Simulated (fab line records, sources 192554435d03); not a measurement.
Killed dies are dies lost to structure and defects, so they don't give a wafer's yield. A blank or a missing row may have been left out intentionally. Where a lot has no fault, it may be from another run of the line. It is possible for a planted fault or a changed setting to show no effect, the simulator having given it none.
Chamber matching / flow n5-finfet / N5_FIN_CUT_STRIP_22 on rie-diel-06 has 4 sister chambers
The step strips in N2/H2. 8 wafers are shown with their chamber, then 8 later ones without.

EACH WAFER AND ITS CHAMBER
wafer=L081.3; chamber=1; showerhead-plenum-p-Torr (Torr)=3.54; drypump-motor-current-A (A)=6.3
wafer=L085.4; chamber=2; showerhead-plenum-p-Torr (Torr)=3.18; drypump-motor-current-A (A)=5.5
wafer=L086.3; chamber=1; showerhead-plenum-p-Torr (Torr)=3.53; drypump-motor-current-A (A)=6.4
wafer=L086.5; chamber=0; showerhead-plenum-p-Torr (Torr)=3.45; drypump-motor-current-A (A)=5.8
wafer=L087.1; chamber=0; showerhead-plenum-p-Torr (Torr)=3.45; drypump-motor-current-A (A)=5.8
wafer=L087.5; chamber=2; showerhead-plenum-p-Torr (Torr)=3.18; drypump-motor-current-A (A)=5.4
wafer=L087.6; chamber=3; showerhead-plenum-p-Torr (Torr)=3.29; drypump-motor-current-A (A)=5.9
wafer=L089.1; chamber=3; showerhead-plenum-p-Torr (Torr)=3.29; drypump-motor-current-A (A)=5.9

WAFERS WITHOUT THEIR CHAMBER
wafer=L089.4; showerhead-plenum-p-Torr (Torr)=3.53; drypump-motor-current-A (A)=6.3
wafer=L089.5; showerhead-plenum-p-Torr (Torr)=3.18; drypump-motor-current-A (A)=5.4
wafer=L091.3; showerhead-plenum-p-Torr (Torr)=3.53; drypump-motor-current-A (A)=6.4
wafer=L091.4; showerhead-plenum-p-Torr (Torr)=3.45; drypump-motor-current-A (A)=5.8
wafer=L091.5; showerhead-plenum-p-Torr (Torr)=3.18; drypump-motor-current-A (A)=5.5
wafer=L095.1; showerhead-plenum-p-Torr (Torr)=3.17; drypump-motor-current-A (A)=5.4
wafer=L095.4; showerhead-plenum-p-Torr (Torr)=3.28; drypump-motor-current-A (A)=5.9
wafer=L095.6; showerhead-plenum-p-Torr (Torr)=3.28; drypump-motor-current-A (A)=6.0

WHICH CHAMBER EACH WENT THROUGH
wafer=L089.4; from the rows above=1; in truth=1
wafer=L089.5; from the rows above=2; in truth=2
wafer=L091.3; from the rows above=1; in truth=1
wafer=L091.4; from the rows above=0; in truth=0
wafer=L091.5; from the rows above=2; in truth=2
wafer=L095.1; from the rows above=2; in truth=2
wafer=L095.4; from the rows above=3; in truth=3
wafer=L095.6; from the rows above=3; in truth=3
8 of 8 placed correctly. Left unplaced by these rows: 0. 0 placed wrongly.
How it was worked out, from the rows above alone: a wafer's distance from a chamber is the root of the sum, over the readings, of the square of ((its reading less the chamber's mean) divided by the reading's scatter). The wafer belongs to the nearest chamber; if the next one is less than 2 further off, it can't be placed. A chamber's mean is the mean of its shown wafers. The scatter is the square root of a quotient: the sum, over the shown wafers, of each reading's squared deviation from its chamber's mean, divided by wafers minus chambers.
